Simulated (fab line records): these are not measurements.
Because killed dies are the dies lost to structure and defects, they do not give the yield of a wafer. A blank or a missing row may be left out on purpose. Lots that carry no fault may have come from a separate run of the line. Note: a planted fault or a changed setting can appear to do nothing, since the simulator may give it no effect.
3 desks looking at one fault || flow n5-finfet || each desk holds nothing but its own numbers, with what lay behind them at the end

THE DEFECT DESK
Lot by lot, what the route's inspections counted, given as the mean of those sampled wafers with a number. The brackets show how far a lot's mean lies from the usual mean; more than 4 standard deviations puts the lot out of limits, marked OUT.
Columns: A = raw-defect-count at N5_SDB_INSPECT_36, usual 41
{"lot": "L845", "first seen here": "day 4 15:28", "A": 39}
{"lot": "L846", "first seen here": "day 4 23:52", "A": 30}
{"lot": "L848", "first seen here": "day 5 14:25", "A": 56}
{"lot": "L852", "first seen here": "day 6 12:13", "A": 42}
{"lot": "L855", "first seen here": "day 7 06:56", "A": 82}
{"lot": "L857", "first seen here": "day 7 19:48", "A": 20}
{"lot": "L860", "first seen here": "day 8 09:43", "A": 29}
{"lot": "L861", "first seen here": "day 8 19:13", "A": 38}
{"lot": "L865", "first seen here": "day 9 21:22", "A": 36}
This desk's verdict: no lot among the 9 shows anything out of limits.

FOR THE TOOL OWNER'S DESK: rie-diel-04
The tool's own readings at N5_SDB_ETCH_17 (etches SiARC in CF4, target depth 23.4 nm, time 39 s): means of the sampled wafers that have a number, for each lot that ran on this tool. The brackets show how far a lot's mean lies from the usual mean; more than 4 standard deviations puts the lot out of limits, marked OUT.
Columns: A = chamber-pressure-mTorr at N5_SDB_ETCH_17, usual 40.00 mTorr; B = drypump-motor-current-A at N5_SDB_ETCH_17, usual 6.0 A; C = etch-rf-on-time-s at N5_SDB_ETCH_17, usual 39.3 s; D = oes-product-au at N5_SDB_ETCH_17, usual 0.66 a.u.; E = rf-vpp-V at N5_SDB_ETCH_17, usual 184.2 V; F = showerhead-plenum-p-Torr at N5_SDB_ETCH_17, usual 2.16 Torr; G = throttle-valve-pct at N5_SDB_ETCH_17, usual 15.59 %
{"lot": "L845", "first seen here": "day 4 11:39", "A": 39.97, "B": 6.0, "C": 38.8, "D": 0.64, "E": 184.5, "F": 2.14, "G": 15.54}
{"lot": "L846", "first seen here": "day 4 17:08", "A": 40.02, "B": 5.7, "C": 38.9, "D": 0.61, "E": 185.0, "F": 2.21, "G": 15.43}
{"lot": "L848", "first seen here": "day 5 09:59", "A": 40.03, "B": 5.7, "C": 39.2, "D": 0.62, "E": 185.1, "F": 2.22, "G": 15.40}
{"lot": "L852", "first seen here": "day 6 08:24", "A": 39.98, "B": 6.2, "C": "42.5 (+6.5) OUT", "D": 0.59, "E": 182.9, "F": 2.13, "G": 15.44}
{"lot": "L855", "first seen here": "day 7 02:52", "A": 40.02, "B": 6.2, "C": "42.0 (+5.5) OUT", "D": 0.61, "E": 183.3, "F": 2.09, "G": 15.65}
{"lot": "L857", "first seen here": "day 7 15:58", "A": 40.01, "B": 6.0, "C": 41.0, "D": 0.60, "E": 185.1, "F": 2.13, "G": 15.61}
Finding of this desk: L852, L855 out of limits; the first was L852 at day 6 08:24, on etch-rf-on-time-s at N5_SDB_ETCH_17. L845, L846, L848, L857 stayed within limits.

AT THE METROLOGY DESK
What the gauges read for every lot (on any tool): the sampled wafers with a number, averaged. The brackets show how far a lot's mean lies from the usual mean; more than 4 standard deviations puts the lot out of limits, marked OUT. Shown here are 7 of its 10 readings, the ones lying furthest out on some lot.
Columns: A = DIBL_P at N5_BEOL_M4_RC_MEAS_101, usual 36.1 mV/V; B = IOFF_N at N5_BEOL_M4_RC_MEAS_101, usual 0.161 nA/um; C = IOFF_P at N5_BEOL_M4_RC_MEAS_101, usual 0.209 nA/um; D = SS_N at N5_BEOL_M4_RC_MEAS_101, usual 71.5 mV/dec; E = SS_P at N5_BEOL_M4_RC_MEAS_101, usual 73.2 mV/dec; F = VT_N at N5_BEOL_M4_RC_MEAS_101, usual 249.1 mV; G = VT_P at N5_BEOL_M4_RC_MEAS_101, usual -249.9 mV
{"lot": "L845", "first seen here": "day 8 14:11", "A": 34.0, "B": 0.132, "C": 0.181, "D": 71.2, "E": 72.9, "F": 252.3, "G": -251.3}
{"lot": "L846", "first seen here": "day 8 17:25", "A": 34.5, "B": 0.128, "C": 0.172, "D": 70.3, "E": 72.5, "F": 252.2, "G": -255.1}
{"lot": "L848", "first seen here": "day 9 12:39", "A": 37.0, "B": 0.181, "C": 0.227, "D": 71.6, "E": 73.8, "F": 248.6, "G": -248.4}
{"lot": "L852", "first seen here": "day 10 10:28", "A": 36.9, "B": 0.165, "C": 0.207, "D": 71.6, "E": 73.3, "F": 247.9, "G": -248.0}
{"lot": "L855", "first seen here": "day 11 01:43", "A": 36.2, "B": 0.160, "C": 0.211, "D": 71.9, "E": 73.5, "F": 252.5, "G": -250.6}
{"lot": "L857", "first seen here": "day 11 09:02", "A": 34.8, "B": 0.149, "C": 0.192, "D": 71.6, "E": 72.8, "F": 249.8, "G": -251.6}
{"lot": "L860", "first seen here": "day 12 11:00", "A": 36.1, "B": 0.183, "C": 0.230, "D": 72.0, "E": 73.5, "F": 248.8, "G": -248.5}
{"lot": "L861", "first seen here": "day 12 14:46", "A": 34.8, "B": 0.157, "C": 0.204, "D": 71.3, "E": 72.6, "F": 249.6, "G": -248.5}
{"lot": "L865", "first seen here": "day 13 22:22", "A": 35.4, "B": 0.147, "C": 0.199, "D": 71.8, "E": 73.3, "F": 250.6, "G": -247.7}
This desk's verdict: no lot among the 9 shows anything out of limits.

PUT TOGETHER
An alarm could have come from the tool owner's desk at day 6 08:24, on L852, L855.
The defect desk saw nothing out of limits.
The metrology desk saw nothing out of limits.
The defect desk has L852, L855 on record, within its limits.
The metrology desk holds a record of L852, L855, inside its limits.
Of the lots named, all ran N5_SDB_ETCH_17 on rie-diel-04.

WHAT WAS PUT IN BY THE SIMULATOR
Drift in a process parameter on rie-diel-04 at N5_SDB_ETCH_17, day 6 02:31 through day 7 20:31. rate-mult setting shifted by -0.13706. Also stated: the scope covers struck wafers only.
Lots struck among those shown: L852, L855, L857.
Hours from the fault's start to each desk's first reading out of limits: the tool owner's desk, 6.
